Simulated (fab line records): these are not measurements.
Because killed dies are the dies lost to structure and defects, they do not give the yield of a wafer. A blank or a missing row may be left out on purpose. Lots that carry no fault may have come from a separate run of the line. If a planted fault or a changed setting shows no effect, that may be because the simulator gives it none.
8D (eight disciplines) problem report, filled in by code ; flow n5 finfet ; the parts of the form that need people (team, actions taken, sign-off) are left out

## 1. PROBLEM STATEMENT
thk nm at N5_FIN_SAQP_THK_MEAS_07 reads a mean of 52.9 nm on 1 wafer of 1 lot; wafers without a fault read 59.9 nm with a standard deviation of 0.73. Relative to the usual mean, that is a shift of -9.6 standard deviations.
Earliest sighting: wafer L258.6 on film metro-01 at day 5 16:16. The record holds 30 wafers of 10 lots with a number at this step. Rule for "out" (also "out of limits"): further than 4 standard deviations from the usual mean. Any other wafer with a number is counted as sound.

## 2. WHAT IT IS AND WHAT IT IS NOT
question;is;is not
which readings at this step;thk nm;-
which lots;L258;L243, L246, L247, L248, L250, L262, L263, L265, L266
which wafers of those lots;L258.6;L258.3, L258.4
read on which gauges;film metro-01;film metro-02
when;from day 5 16:16;"up to then (17 sound wafers); but 12 sound wafers of L262, L263, L265, L266 came after"

## 3. THE SUSPECTS, EACH WITH WHAT RULES IT OUT
Counting: if a tool at a process step up to the reading ran every lot that is out, it stays a suspect. Sound lots after the first of them don't rule it out here, since some wafers of a struck lot are sound.
- the gauge at N5_FIN_SAQP_THK_MEAS_07: ruled out. All the wafers that are out were read on film metro-01, but those of them that N5_FIN_SAQP_MANDREL_ETCH_22 has rows for are out there too, on other tools.
- rie diel-04 at N5_WELL_APT_DESCUM_30 (chemistry O2, time 7.9 s): kept. The lot that is out, L258, ran on it at day 5 09:24; the last sound lot it ran before that was L250, at day 3 09:19.
- rie si-02 at N5_PMOS_HMC_CHANNEL_EPI_FIN_RECESS_16 (chemistry HBr/Cl2, target Si, target depth 54 nm, time 18 s): kept. The lot that is out, L258, ran on it at day 5 12:38; the last sound lot it ran before that was L246, at day 2 11:40.
- pecvd-04 at N5_FIN_SAQP_PECVD_47 (deposits a-Si from SiH4/He, target thk 45 nm, time 36.3 s): kept. The lot that is out, L258, ran on it at day 5 16:06; the last sound lot it ran before that was L246, at day 2 14:47.
- pecvd-04 at N5_FIN_SAQP_PECVD_06 (deposits a-Si from SiH4/He, target thk 60 nm, time 48.1 s): kept. The lot that is out, L258, ran on it at day 5 16:11; the last sound lot it ran before that was L246, at day 2 14:52.
- In rie si-02 at N5_PMOS_HMC_CHANNEL_EPI_FIN_RECESS_16, the wafers that are out were processed in chamber 1 and their sound lot-mates in chambers 0, 3.
- The sound lot-mates ran in chamber 0 of pecvd-04 at N5_FIN_SAQP_PECVD_47, but the wafers that are out ran in chamber 1.
- The sound lot-mates ran in chamber 0 of pecvd-04 at N5_FIN_SAQP_PECVD_06, but the wafers that are out ran in chamber 1.
Left after counting: rie diel-04 at N5_WELL_APT_DESCUM_30, rie si-02 at N5_PMOS_HMC_CHANNEL_EPI_FIN_RECESS_16, pecvd-04 at N5_FIN_SAQP_PECVD_47, pecvd-04 at N5_FIN_SAQP_PECVD_06.

## 4. THE CAUSE (what the simulator had put in)
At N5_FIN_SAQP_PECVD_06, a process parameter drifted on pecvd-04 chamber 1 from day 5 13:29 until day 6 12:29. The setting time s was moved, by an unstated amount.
Counting leaves 4 suspects; this tool is one of them.

## 5. THE EFFECT CHAIN, in route order
Each row: a reading where the mean over the struck wafers with a number is more than 3 standard deviations away from the usual. Readings are gone through only where the record gives a usual standard deviation; hours: the median, over the lots, of the time from a lot's start at the first step in this table giving one to that lot's start at this step; sigmas: the change measured in usual standard deviations.
hours;step;reading;usual;on struck wafers;change;sigmas
0;N5_FIN_SAQP_THK_MEAS_07;thk nm;59.9 nm;52.9;-7.0;-9.6
1;N5_FIN_SAQP_MANDREL_ETCH_22;oes product au;0.768 a.u.;0.712;-0.056;-4.7
It contains these process steps:
- N5_FIN_SAQP_MANDREL_ETCH_22: etches a-Si in HBr/Cl2, stops on SiNx, target depth 60 nm, bt time 10 s, time 30 s.

## 6. HOW IT WOULD HAVE BEEN CAUGHT EARLIER
In this record the first reading out of limits at a measuring or inspecting step was taken at day 5 16:16, 3 hours after the fault began at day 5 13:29.
An alarm limit of 4 standard deviations would not have fired on the tool readings at N5_FIN_SAQP_PECVD_06 for which the record gives a usual standard deviation, since none of them was out on any struck wafer.
Each of the lots that are out, 1 in all, had begun N5_FIN_SAQP_PECVD_06 on pecvd-04 no later than day 5 16:16. None of them would have been spared by holding the tool at that moment.
